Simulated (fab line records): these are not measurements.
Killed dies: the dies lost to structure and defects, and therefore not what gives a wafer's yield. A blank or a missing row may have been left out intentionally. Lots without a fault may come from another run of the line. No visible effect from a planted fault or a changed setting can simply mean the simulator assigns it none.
Which tool is to blame? -- flow n5-finfet -- Sampling: 22 lots, 66 wafers, 4 of 1938 route steps

## WHAT EACH GAUGE READ, for each wafer
N5_ILD0_THK_MEAS_04.
lot,measured,on,thk-nm (nm)
L074,day 3 12:38,film-metro-01,196.7 195.9 196.5
L075,day 3 20:04,film-metro-01,200.0 196.9 195.6
L077,day 4 08:37,film-metro-01,195.5 197.9 199.0
L078,day 4 12:02,film-metro-02,198.9 200.9 197.8
L080,day 5 05:17,film-metro-02,196.3 197.2 194.8
L081,day 5 09:07,film-metro-02,195.7 196.5 199.8
L082,day 5 22:37,film-metro-02,197.0 196.7 194.0
L083,day 5 23:51,film-metro-01,196.8 196.9 195.6
L084,day 6 07:48,film-metro-01,198.2 198.2 197.7
L085,day 6 08:40,film-metro-01,199.4 195.4 195.9
L086,day 6 17:02,film-metro-01,198.0 195.9 199.9
L088,day 7 00:14,film-metro-01,195.5 197.4 198.4
L087,day 7 01:40,film-metro-01,199.0 199.4 198.4
L089,day 7 08:38,film-metro-01,200.7 197.6 197.4
L090,day 7 21:43,film-metro-02,197.9 197.6 200.6
L091,day 8 01:46,film-metro-01,197.7 198.0 196.7
L092,day 8 03:22,film-metro-01,197.1 197.3 198.0
L093,day 8 16:04,film-metro-02,197.4 199.6 197.0
L094,day 8 16:04,film-metro-01,197.5 198.0 198.3
L095,day 8 22:51,film-metro-02,198.4 198.7 198.6
L096,day 9 02:38,film-metro-02,197.4 197.8 196.7
L097,day 9 10:35,film-metro-01,195.5 197.6 198.0

## WHICH TOOL RAN EACH LOT (tool, then ch and the chambers of the sampled wafers, then the start)
lot,N5_SD_EPI_N_ETCH_35,N5_SD_EPI_N_ETCH_45,N5_ILD0_LINER_00
L074,"rie-diel-06 ch 0,1,2, day 3 00:50","rie-diel-06 ch 0,1,2, day 3 01:16","ald-sin-02 ch 0,1,3, day 3 09:58"
L075,"rie-diel-04 ch 0,2, day 3 08:16","rie-diel-04 ch 0,2, day 3 08:42","ald-sin-04 ch 0,1,3, day 3 17:16"
L077,"rie-diel-04 ch 0,2,3, day 3 20:33","rie-diel-04 ch 0,2,3, day 3 20:59","ald-sin-02 ch 2,3, day 4 05:56"
L078,"rie-diel-05 ch 2,3, day 4 00:31","rie-diel-05 ch 2,3, day 4 00:57","ald-sin-04 ch 2,3, day 4 09:23"
L080,"rie-diel-04 ch 2,3, day 4 17:28","rie-diel-04 ch 2,3, day 4 17:54","ald-sin-02 ch 0,1,3, day 5 02:37"
L081,"rie-diel-06 ch 0,1,3, day 4 21:28","rie-diel-06 ch 0,1,3, day 4 21:53","ald-sin-04 ch 0,1,2, day 5 06:28"
L082,"rie-diel-06 ch 1,2,3, day 5 10:59","rie-diel-06 ch 1,2,3, day 5 11:25","ald-sin-02 ch 0,1,2, day 5 19:58"
L083,"rie-diel-04 ch 0,2,3, day 5 12:02","rie-diel-04 ch 0,2,3, day 5 12:28","ald-sin-04 ch 0,1,2, day 5 21:11"
L084,"rie-diel-06 ch 1,2,3, day 5 19:11","rie-diel-06 ch 1,2,3, day 5 19:36","ald-sin-04 ch 0,1,3, day 6 05:08"
L085,"rie-diel-06 ch 0,2,3, day 5 20:47","rie-diel-06 ch 0,2,3, day 5 21:13","ald-sin-04 ch 1,2,3, day 6 06:00"
L086,"rie-diel-05 ch 0,1,2, day 6 04:45","rie-diel-05 ch 0,1,2, day 6 05:10","ald-sin-03 ch 0,1,2, day 6 13:37"
L088,"rie-diel-06 ch 0,2, day 6 12:47","rie-diel-06 ch 0,2, day 6 13:12","ald-sin-02 ch 1,2, day 6 21:34"
L087,"rie-diel-05 ch 0,1, day 6 13:44","rie-diel-05 ch 0,1, day 6 14:10","ald-sin-04 ch 0,3, day 6 22:59"
L089,"rie-diel-05 ch 0,1,3, day 6 20:10","rie-diel-05 ch 0,1,3, day 6 20:35","ald-sin-04 ch 2,3, day 7 05:54"
L090,"rie-diel-04 ch 0,1,3, day 7 10:10","rie-diel-04 ch 0,1,3, day 7 10:35","ald-sin-03 ch 0,1,2, day 7 19:03"
L091,"rie-diel-06 ch 0,1, day 7 13:49","rie-diel-06 ch 0,1, day 7 14:27","ald-sin-02 ch 0,1, day 7 23:06"
L092,"rie-diel-05 ch 1,2,3, day 7 15:38","rie-diel-05 ch 1,2,3, day 7 16:04","ald-sin-03 ch 0,1,3, day 8 00:40"
L093,"rie-diel-06 ch 0,1,3, day 8 02:45","rie-diel-06 ch 0,1,3, day 8 03:10","ald-sin-02 ch 0,2,3, day 8 12:05"
L094,"rie-diel-04 ch 0,1,2, day 8 03:53","rie-diel-04 ch 0,1,2, day 8 04:19","ald-sin-04 ch 0,1,2, day 8 13:09"
L095,"rie-diel-06 ch 1,2,3, day 8 11:19","rie-diel-06 ch 1,2,3, day 8 11:44","ald-sin-02 ch 1,2, day 8 20:10"
L096,"rie-diel-04 ch 0,1,3, day 8 13:02","rie-diel-04 ch 0,1,3, day 8 13:27","ald-sin-03 ch 0,1, day 8 23:59"
L097,"rie-diel-05 ch 0,3, day 8 20:55","rie-diel-05 ch 0,3, day 8 21:20","ald-sin-04 ch 0,1, day 9 07:26"
- N5_SD_EPI_N_ETCH_35: etches SOC in N2/H2, overetch 108 nm, time 486 s.
- N5_SD_EPI_N_ETCH_45: etches SiOCN in CH3F/O2, target depth 6 nm.
- N5_ILD0_LINER_00: material SiNx, target thk 4 nm, pulse time 1 s, purge time 2 s.

## WHAT THE TOOLS THEMSELVES READ (means of the sampled wafers that have a number; where no wafer has one, the mark that the record gives instead)
N5_SD_EPI_N_ETCH_35.
lot,tool,drypump-motor-current-A (A),oes-product-au (a.u.),rf-vpp-V (V),showerhead-plenum-p-Torr (Torr),throttle-valve-pct (%)
L074,rie-diel-06,6.2,0.72,241.3,2.61,23.6
L075,rie-diel-04,5.4,0.83,241.2,2.55,23.5
L077,rie-diel-04,5.8,0.80,241.7,2.60,23.7
L078,rie-diel-05,5.7,0.71,241.1,2.57,23.0
L080,rie-diel-04,6.3,0.76,242.1,2.65,23.8
L081,rie-diel-06,5.9,0.72,242.6,2.67,23.9
L082,rie-diel-06,5.8,0.69,242.4,2.61,23.6
L083,rie-diel-04,5.8,0.77,241.0,2.59,23.7
L084,rie-diel-06,5.8,0.69,242.5,2.61,23.6
L085,rie-diel-06,5.7,0.65,241.2,2.59,23.9
L086,rie-diel-05,5.8,0.75,242.2,2.61,23.6
L088,rie-diel-06,6.2,0.64,241.8,2.58,23.9
L087,rie-diel-05,6.0,0.72,242.0,2.66,23.9
L089,rie-diel-05,6.0,0.72,243.1,2.64,23.4
L090,rie-diel-04,5.7,0.72,241.0,2.56,23.7
L091,rie-diel-06,6.4,0.72,242.1,2.67,23.7
L092,rie-diel-05,5.7,0.69,241.1,2.57,23.5
L093,rie-diel-06,6.0,0.69,241.4,2.66,24.0
L094,rie-diel-04,5.7,0.71,242.0,2.59,23.7
L095,rie-diel-06,5.8,0.77,241.6,2.60,23.5
L096,rie-diel-04,5.7,0.71,239.9,2.55,23.7
L097,rie-diel-05,6.1,0.74,243.1,2.64,23.0

N5_SD_EPI_N_ETCH_45.
lot,tool,O2_flow_sccm (sccm),drypump-motor-current-A (A),oes-product-au (a.u.),rf-vpp-V (V),showerhead-plenum-p-Torr (Torr),throttle-valve-pct (%)
L074,rie-diel-06,19.95,6.2,0.81,127.7,2.07,23.4
L075,rie-diel-04,19.97,5.4,0.92,128.1,2.02,23.5
L077,rie-diel-04,20.03,5.9,0.90,128.4,2.04,23.3
L078,rie-diel-05,20.02,5.7,0.79,127.8,2.02,22.8
L080,rie-diel-04,20.02,6.3,0.87,127.1,2.05,23.0
L081,rie-diel-06,20.00,5.9,0.81,128.2,2.09,23.3
L082,rie-diel-06,19.97,5.8,0.78,127.8,2.05,23.2
L083,rie-diel-04,19.97,5.9,0.87,127.5,2.03,23.3
L084,rie-diel-06,20.03,5.8,0.78,127.3,2.05,23.2
L085,rie-diel-06,19.99,5.7,0.72,127.0,2.04,23.4
L086,rie-diel-05,20.01,5.8,0.85,127.7,2.05,23.3
L088,rie-diel-06,19.95,6.2,0.72,127.3,2.04,23.5
L087,rie-diel-05,19.95,6.0,0.82,128.7,2.10,23.6
L089,rie-diel-05,20.05,5.9,0.80,128.0,2.09,23.2
L090,rie-diel-04,20.03,5.7,0.80,128.4,2.01,23.2
L091,rie-diel-06,19.95,6.4,0.83,128.1,2.10,23.4
L092,rie-diel-05,19.99,5.7,0.77,128.4,2.03,23.3
L093,rie-diel-06,20.02,5.9,0.78,127.1,2.08,23.4
L094,rie-diel-04,20.00,5.7,0.79,128.9,2.04,23.4
L095,rie-diel-06,20.01,5.8,0.86,127.2,2.05,23.1
L096,rie-diel-04,20.00,5.7,0.79,127.9,2.01,23.2
L097,rie-diel-05,20.00,6.1,0.81,127.9,2.08,22.8

N5_ILD0_LINER_00.
lot,tool,heater-power-w (W),precursor-pulse-height-rel
L074,ald-sin-02,849,1.013
L075,ald-sin-04,886,1.004
L077,ald-sin-02,882,1.004
L078,ald-sin-04,803,1.008
L080,ald-sin-02,863,0.978
L081,ald-sin-04,809,0.987
L082,ald-sin-02,851,0.986
L083,ald-sin-04,813,1.021
L084,ald-sin-04,872,1.007
L085,ald-sin-04,808,0.986
L086,ald-sin-03,866,1.003
L088,ald-sin-02,802,0.988
L087,ald-sin-04,897,0.988
L089,ald-sin-04,748,0.997
L090,ald-sin-03,856,0.988
L091,ald-sin-02,860,0.980
L092,ald-sin-03,928,1.001
L093,ald-sin-02,891,0.997
L094,ald-sin-04,817,1.013
L095,ald-sin-02,814,0.977
L096,ald-sin-03,922,1.000
L097,ald-sin-04,870,1.004

## THE ANSWER, worked out from the rows above alone
Rule: what is usual is taken from the lots themselves. Put in order of their means at a reading, lots are off if they are a third of the lots or fewer, leave a main group of 4 or more, and stand apart from it by a gap of 3 or more times the standard deviation of the main group's means; of several such gaps the widest counts. A main group whose means are all the same, to the digits that the tables above print for the reading, isn't used. A lot without any number at a reading at which 4 lots or more have one is off too. Where the step has rows for the other lots, those lots are counted as sound. After the gauges, taken in route order, come the tools' own readings; for these a lot's mean is taken, as printed above. At the first step where some lot is off, the reading lying furthest off is the one used; lots without a number count as furthest.
None of the lots is off at any reading shown; this tells nothing.

## WHAT THE SIMULATOR HAD PUT IN
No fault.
